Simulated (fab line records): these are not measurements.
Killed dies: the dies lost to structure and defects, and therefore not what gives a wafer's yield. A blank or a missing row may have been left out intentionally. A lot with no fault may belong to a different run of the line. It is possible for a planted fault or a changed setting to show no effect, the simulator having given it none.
Lot-split experiment :: flow n5-finfet :: route with 1938 steps; 7 lots, 21 wafers read

## SPLIT DETAILS
At N5_BEOL_M3_ETCH_41 (etches SiCN in CH3F/O2, target depth 29.9 nm, time 52.5 s), the setting target-depth-a was moved away from the recipe's 299 angstrom on 6 of the 21 wafers read, by -10.7% to +10.3%. The other wafers ran this setting at the recipe's value.

The split's own step is where the reading is taken.

## THE READING
etch.depth-nm (the simulator's own value, which no gauge read), in nm, at N5_BEOL_M3_ETCH_41 (etches SiCN in CH3F/O2, target depth 29.9 nm, time 52.5 s). No usual value for it is given in the file. The 15 wafers here that ran the recipe average 20.00 nm, standard deviation 0.42 nm.

wafer: L077.4
tool, chamber at the split: rie-diel-02, 3
target-depth-a as run, angstrom: 275.2
against the recipe: -8.0%
etch.depth-nm, nm: 18.5
against lot-mates on the recipe: -1.65

wafer: L077.5
tool, chamber at the split: rie-diel-02, 1
target-depth-a as run, angstrom: 275.2
against the recipe: -8.0%
etch.depth-nm, nm: 18.48
against lot-mates on the recipe: -1.67

wafer: L077.6
tool, chamber at the split: rie-diel-02, 2
target-depth-a as run, angstrom: 299
against the recipe: recipe
etch.depth-nm, nm: 20.15
against lot-mates on the recipe: -

wafer: L078.1
tool, chamber at the split: rie-diel-01, 1
target-depth-a as run, angstrom: 299
against the recipe: recipe
etch.depth-nm, nm: 19.68
against lot-mates on the recipe: -

wafer: L078.4
tool, chamber at the split: rie-diel-01, 2
target-depth-a as run, angstrom: 299
against the recipe: recipe
etch.depth-nm, nm: 20.27
against lot-mates on the recipe: -

wafer: L078.5
tool, chamber at the split: rie-diel-01, 1
target-depth-a as run, angstrom: 299
against the recipe: recipe
etch.depth-nm, nm: 19.65
against lot-mates on the recipe: -

wafer: L080.2
tool, chamber at the split: rie-diel-06, 1
target-depth-a as run, angstrom: 299
against the recipe: recipe
etch.depth-nm, nm: 20.05
against lot-mates on the recipe: -

wafer: L080.3
tool, chamber at the split: rie-diel-06, 2
target-depth-a as run, angstrom: 299
against the recipe: recipe
etch.depth-nm, nm: 20.21
against lot-mates on the recipe: -

wafer: L080.5
tool, chamber at the split: rie-diel-06, 3
target-depth-a as run, angstrom: 299
against the recipe: recipe
etch.depth-nm, nm: 20.38
against lot-mates on the recipe: -

wafer: L084.2
tool, chamber at the split: rie-diel-06, 3
target-depth-a as run, angstrom: 267
against the recipe: -10.7%
etch.depth-nm, nm: 18.26
against lot-mates on the recipe: -2.06

wafer: L084.6
tool, chamber at the split: rie-diel-06, 3
target-depth-a as run, angstrom: 267
against the recipe: -10.7%
etch.depth-nm, nm: 18.26
against lot-mates on the recipe: -2.06

wafer: L084.4
tool, chamber at the split: rie-diel-06, 3
target-depth-a as run, angstrom: 299
against the recipe: recipe
etch.depth-nm, nm: 20.32
against lot-mates on the recipe: -

wafer: L087.1
tool, chamber at the split: rie-diel-06, 1
target-depth-a as run, angstrom: 299
against the recipe: recipe
etch.depth-nm, nm: 20.35
against lot-mates on the recipe: -

wafer: L087.2
tool, chamber at the split: rie-diel-06, 0
target-depth-a as run, angstrom: 299
against the recipe: recipe
etch.depth-nm, nm: 20.81
against lot-mates on the recipe: -

wafer: L087.3
tool, chamber at the split: rie-diel-06, 3
target-depth-a as run, angstrom: 270.2
against the recipe: -9.6%
etch.depth-nm, nm: 18.4
against lot-mates on the recipe: -2.18

wafer: L088.1
tool, chamber at the split: rie-diel-01, 1
target-depth-a as run, angstrom: 299
against the recipe: recipe
etch.depth-nm, nm: 19.55
against lot-mates on the recipe: -

wafer: L088.2
tool, chamber at the split: rie-diel-01, 3
target-depth-a as run, angstrom: 299
against the recipe: recipe
etch.depth-nm, nm: 19.72
against lot-mates on the recipe: -

wafer: L088.6
tool, chamber at the split: rie-diel-01, 2
target-depth-a as run, angstrom: 329.8
against the recipe: +10.3%
etch.depth-nm, nm: 21.86
against lot-mates on the recipe: +2.23

wafer: L094.2
tool, chamber at the split: rie-diel-01, 2
target-depth-a as run, angstrom: 299
against the recipe: recipe
etch.depth-nm, nm: 19.84
against lot-mates on the recipe: -

wafer: L094.3
tool, chamber at the split: rie-diel-01, 1
target-depth-a as run, angstrom: 299
against the recipe: recipe
etch.depth-nm, nm: 19.04
against lot-mates on the recipe: -

wafer: L094.5
tool, chamber at the split: rie-diel-01, 0
target-depth-a as run, angstrom: 299
against the recipe: recipe
etch.depth-nm, nm: 19.94
against lot-mates on the recipe: -

THE FIT
A straight line over all 21 wafers: etch.depth-nm changes by +0.173 nm for each +1% of target-depth-a; r = +0.92; the points scatter about the line by 0.38 nm.
The same after taking each lot's own level away (the mean of its wafers on the recipe; 21 wafers): +0.207 nm for each +1%; r = +0.98; scatter 0.23 nm.
The reading moves by 2.2 nm for the largest change in target-depth-a, on that fit.
Across the lots, their own levels run from 19.607 to 20.580 nm, a range of 2.3 times the standard deviation given above.
Hence the slope depends on the lot-to-lot level, as the two fits are not the same.
Check: with one of the wafers moved furthest among these (-10.7%) left out of the fit, the line predicts -2.24 nm for it against its lot-mates. Against them it came out at -2.06 nm.

## FURTHER SPLITS ON THESE WAFERS
These wafers also went through other splits before the reading. Each is held against what the fit with the lots' levels taken away leaves over:
other split on the same wafers: N5_GATE_CUT_DESCUM_18 time-s
wafers away from the commonest value: 8
r with etch.depth-nm (lot level and that fit taken away): -0.09

other split on the same wafers: N5_MOL_CONTACT_COAG_ALD_27 ald-cycles
wafers away from the commonest value: 5
r with etch.depth-nm (lot level and that fit taken away): -0.05

other split on the same wafers: N5_MOL_CONTACT_COAG_COAT_76 spin-rpm
wafers away from the commonest value: 5
r with etch.depth-nm (lot level and that fit taken away): -0.39

other split on the same wafers: N5_BEOL_M0_SAQP_EXPOSE_37 dose-mj
wafers away from the commonest value: 8
r with etch.depth-nm (lot level and that fit taken away): -0.18

other split on the same wafers: N5_BEOL_M0_SAQP_DESCUM_45 time-s
wafers away from the commonest value: 8
r with etch.depth-nm (lot level and that fit taken away): -0.07

other split on the same wafers: N5_BEOL_M1_SPUTTER_81 time-s
wafers away from the commonest value: 10
r with etch.depth-nm (lot level and that fit taken away): -0.14

other split on the same wafers: N5_BEOL_M3_ETCH_70 source-w
wafers away from the commonest value: 11
r with etch.depth-nm (lot level and that fit taken away): +0.05

## FILE'S OWN FIT
etch.depth-nm changes by +0.21 nm for each +1% of target-depth-a, r = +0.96.
